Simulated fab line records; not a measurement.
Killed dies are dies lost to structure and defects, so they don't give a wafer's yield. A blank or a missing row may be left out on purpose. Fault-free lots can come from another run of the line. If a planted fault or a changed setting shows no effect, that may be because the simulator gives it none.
The tool behind it: which one?    flow n5-finfet    12 lots with 36 wafers sampled at 2 steps, on a route of 1938 steps

## WHAT EACH GAUGE READ, for each wafer
N5_BEOL_M14_THK_MEAS_01.
lot   measured      on             M14_ILD_THK (nm)
L075  day 12 23:43  film-metro-01  1138 1142 1146
L076  day 13 20:07  film-metro-02  1141 1115 1129
L079  day 14 07:07  film-metro-02  1095 1107 1120
L081  day 16 06:01  film-metro-01  1117 1110 1130
L084  day 17 12:58  film-metro-02  1124 1112 1122
L086  day 18 03:59  film-metro-01  1112 1127 1107
L087  day 18 17:56  film-metro-01  1128 1140 1146
L095  day 19 19:38  film-metro-01  1124 1121 1131
L091  day 19 23:20  film-metro-02  1118 1129 1108
L089  day 20 19:31  film-metro-01  1112 1116 1110
L096  day 21 03:26  film-metro-01  1107 1126 1132
L093  day 21 10:45  film-metro-02  1116 1141 1116

## WHICH TOOL RAN EACH LOT (tool, then ch and the chambers of the sampled wafers, then the start)
lot   N5_BEOL_M14_ILD_DEP_00
L075  pecvd-04 ch 0,1,2, day 12 23:31
L076  pecvd-04 ch 0,1,2, day 13 20:01
L079  pecvd-03 ch 0,2, day 14 06:56
L081  pecvd-04 ch 1,2, day 16 05:49
L084  pecvd-01 ch 0,1,2, day 17 12:50
L086  pecvd-04 ch 0,2, day 18 03:48
L087  pecvd-03 ch 1,2, day 18 17:44
L095  pecvd-04 ch 0,2, day 19 19:27
L091  pecvd-03 ch 0,1,2, day 19 23:09
L089  pecvd-01 ch 0,1,2, day 20 19:19
L096  pecvd-03 ch 1,2, day 21 03:14
L093  pecvd-03 ch 0,2, day 21 10:34
- N5_BEOL_M14_ILD_DEP_00: deposits SiO2 from TEOS/O2, target thk 1119.3 nm, time 237.4 s.

## THE ANSWER, worked out from the rows above alone
Rule: usual is defined by the lots themselves. Put in order of their means at a reading, lots are off if they are a third of the lots or fewer, leave a main group of 4 or more, and stand apart from it by a gap of 3 or more times the standard deviation of the main group's means; of several such gaps the widest counts. The tables above print the reading to a certain number of digits; a main group whose means all agree to those digits is not used. A lot without any number at a reading at which 4 lots or more have one is off too. Where the step has rows for the other lots, those lots are counted as sound.
Nothing can be told from this: no lot is off at any reading shown.

## WHAT THE SIMULATOR HAD INSERTED
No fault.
